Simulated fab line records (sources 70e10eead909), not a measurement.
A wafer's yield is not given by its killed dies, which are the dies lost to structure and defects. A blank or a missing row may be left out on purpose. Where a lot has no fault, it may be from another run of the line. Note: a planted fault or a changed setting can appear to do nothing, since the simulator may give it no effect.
Comparing a struck lot with a sound one ; flow nand harc ; 14 steps out of a route of 1159
Sound: the wafers L212.4, L212.5, L212.6. Wafers L213.1, L213.2, L213.6 were the ones struck. At the end, the cause is stated.
At each step with rows: each side's tool, then ch and its chambers, then its first start. Under that, the readings that differ: sound wafers ; struck wafers ; difference of the means ; sigmas: that difference in standard deviations of wafers without a fault.
alike: words and numbers the same on both sides, and readings whose means are apart by under 2 such deviations; not compared: readings that were withheld, readings missing a value for some wafer, numbers with overlapping values and no deviation given by the record, and bounds like >300 which may hide the same value.
A row with sigmas, a row that says differs or no value, or rows on one side alone: a step with any of these is where the two part. Numbers that don't overlap but have no deviation are shown without sigmas and don't part them. Lack of a reading on every wafer of one side parts them only where that side has two or more wafers.

NHARC_P_M2_DEP_33: deposits SiCN, target thk 30 nm.
  sound on pecvd-04 ch 0,1,2, day 10 10:56; struck on pecvd-04 ch 0,1,2, day 10 22:15
  alike: heater power outer w, heater power w
  not compared: since wet clean h
NHARC_P_BONDPAD_DEP_00: deposits SiCN, target thk 250 nm.
  sound on pecvd-01 ch 0,1,2, day 10 11:22; struck on pecvd-04 ch 0,2
  alike: heater power outer w, heater power w
  not compared: since wet clean h
NHARC_P_BONDPAD_CMP_32: polishes SiCN, target thk 200 nm.
  sound on cmp-04 ch 0,1, day 10 11:37; struck on cmp-02 ch 1,2,3, day 10 23:08
  alike: motor current A
NHARC_P_BONDPAD_THK_MEAS_33: measures by ellipsometry.
  sound on film metro-01 at day 10 11:53; struck on film metro-02 at day 10 23:20
  alike: thk nm
then, 8 steps without rows for these wafers: NHARC_P_BONDPAD_SRD_34; NHARC_P_BONDPAD_DEHYDRATE_01 (time 120 s); NHARC_P_BONDPAD_HMDS_02 (time 30 s); NHARC_P_BONDPAD_COAT_36 (time 65 s); NHARC_P_BONDPAD_COAT_03 (resist thk 600 nm); NHARC_P_BONDPAD_SOFTBAKE_04 (time 70 s); NHARC_P_BONDPAD_EBR_05; NHARC_P_BONDPAD_EXPOSE_06 (exposes mask P BPAD).
NHARC_P_BONDPAD_PEB_07: peb time 80 s.
  struck on litho track-03, day 10 23:49; sound on litho track-03 ch 0, day 10 12:22
  no value came back on the struck wafers for chill plate temp C (C), exhaust pa (Pa); on the sound wafers chill plate temp C (C) reads 22.92 23.02 22.97
then, 1 step without rows for these wafers: NHARC_P_BONDPAD_DEVELOP_08 (time 50 s).

== WHERE THEY PART ==
Only at NHARC_P_BONDPAD_PEB_07, as far as this record shows.

WHY: what had been put in by the simulator
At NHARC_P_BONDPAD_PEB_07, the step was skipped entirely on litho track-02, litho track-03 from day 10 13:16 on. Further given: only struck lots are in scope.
